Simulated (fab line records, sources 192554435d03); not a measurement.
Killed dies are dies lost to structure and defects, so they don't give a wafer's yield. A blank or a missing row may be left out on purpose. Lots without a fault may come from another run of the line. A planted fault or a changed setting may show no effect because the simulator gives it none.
A struck lot beside a sound one | flow n5_finfet | 15 steps out of a route of 1938
Sound: wafers L790.2, L790.4, L790.5. Struck: wafers L798.1, L798.2, L798.3. The cause comes at the end.
At each step with rows: each side's tool, then ch and its chambers, then its first start. Under that, the readings that differ: sound wafers | struck wafers | difference of the means | sigmas: that difference in standard deviations of wafers without a fault.
alike: readings whose means differ by less than 2 such deviations, and words and numbers that are the same on both sides. not compared: withheld readings, readings that some wafer has no value for, bounds like >300 that may hide the same value, and numbers for which the record gives no deviation and whose values overlap.
The two part at a step that has a row with sigmas, a row that says differs or no value, or rows on one side only. Numbers that don't overlap but have no deviation are shown without sigmas and don't part them. A reading that every wafer of one side lacks parts them only if that side has two wafers or more.

first, 8 steps without rows for these wafers: N5_SD_EPI_N_COAT_32 (time 60 s, resist thk 350 nm); N5_SD_EPI_N_COAT_33 (time 60 s, resist thk 35 nm); N5_SD_EPI_N_COAT_03 (resist thk 150 nm); N5_SD_EPI_N_EBR_05; N5_SD_EPI_N_SOFTBAKE_04 (time 60 s); N5_SD_EPI_N_EXPOSE_06 (exposes mask SD N BLK, target cd 120 nm); N5_SD_EPI_N_PEB_07 (peb time 60 s); N5_SD_EPI_N_DEVELOP_08 (develop time 30 s).
N5_SD_EPI_N_CD_MEAS_09: target cd 120 nm.
  sound on cd_sem-02 ch 0, day 3 09:09; struck on cd_sem-02 ch 0, day 5 10:05
  alike: cd_nm
N5_SD_EPI_N_OVL_MEAS_10:
  sound on overlay-01 ch 0, day 3 09:11; struck on overlay-02 ch 0, day 5 10:07
  alike: SD_N_BLK_OVL
N5_SD_EPI_N_INSPECT_11: inspects for defects (macro).
  sound on defect_inspect-02, day 3 09:12; struck on defect_inspect-02, day 5 10:08
  alike: raw_defect_count
N5_SD_EPI_N_DESCUM_14: chemistry O2, time 7.9 s.
  sound on rie_diel-05 ch 0,1,2, day 3 09:14; struck on rie_diel-05 ch 1,2,3, day 5 10:11
  alike: drypump_motor_current_A, oes_product_au, rf_vpp_V, showerhead_plenum_p_Torr, throttle_valve_pct
  not compared: rf_hours_counter_h
N5_SD_EPI_N_ETCH_34: etches SiARC in CF4, target depth 45.5 nm, time 75.8 s.
  sound on rie_diel-05 ch 0,1,2, day 3 09:16; struck on rie_diel-05 ch 1,2,3, day 5 10:13
  reading               | sound          | struck            | difference | sigmas
  etch_rf_on_time_s (s) | 75.3 77.0 76.3 | 106.0 104.9 101.7 | +28.0      | +23
  alike: drypump_motor_current_A, oes_product_au, rf_vpp_V, showerhead_plenum_p_Torr, throttle_valve_pct
  not compared: rf_hours_counter_h
N5_SD_EPI_N_ETCH_35: etches SOC in N2/H2, overetch 108 nm, time 486 s.
  sound on rie_diel-05 ch 0,1,2, day 3 09:20; struck on rie_diel-05 ch 1,2,3, day 5 10:16
  alike: drypump_motor_current_A, oes_product_au, rf_vpp_V, showerhead_plenum_p_Torr, throttle_valve_pct
  not compared: rf_hours_counter_h
-- the record jumps here: 5 days lie between the struck wafers' starts before and after (it left off in module SD_EPI_N and takes up again in module BEOL_M4, whose first step shown is number 1111 of the route) --
N5_BEOL_M4_RC_MEAS_101:
  sound on prober-02 ch 0, day 8 05:06; struck on prober-02 ch 0, day 10 17:59
  reading        | sound                | struck               | difference | sigmas
  DIBL_P (mV/V)  | 35.7 38.3 34.7       | 31.5 33.8 31.2       | -4.1       | -2
  IOFF_P (nA/um) | 0.217 0.258 0.203    | 0.159 0.188 0.149    | -0.061     | -2
  VT_P (mV)      | -249.3 -244.6 -247.8 | -254.3 -253.2 -253.7 | -6.5       | -2
  alike: DIBL_N, IOFF_N, ION_N, ION_P, SS_N, SS_P, VT_N

WHERE THEY PART
First at N5_SD_EPI_N_ETCH_34; last, within this record, at N5_BEOL_M4_RC_MEAS_101.

WHY: what the simulator had put in
Process parameter drift: rie_diel-05, from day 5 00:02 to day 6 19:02, at N5_SD_EPI_N_ETCH_34. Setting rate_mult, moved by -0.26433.
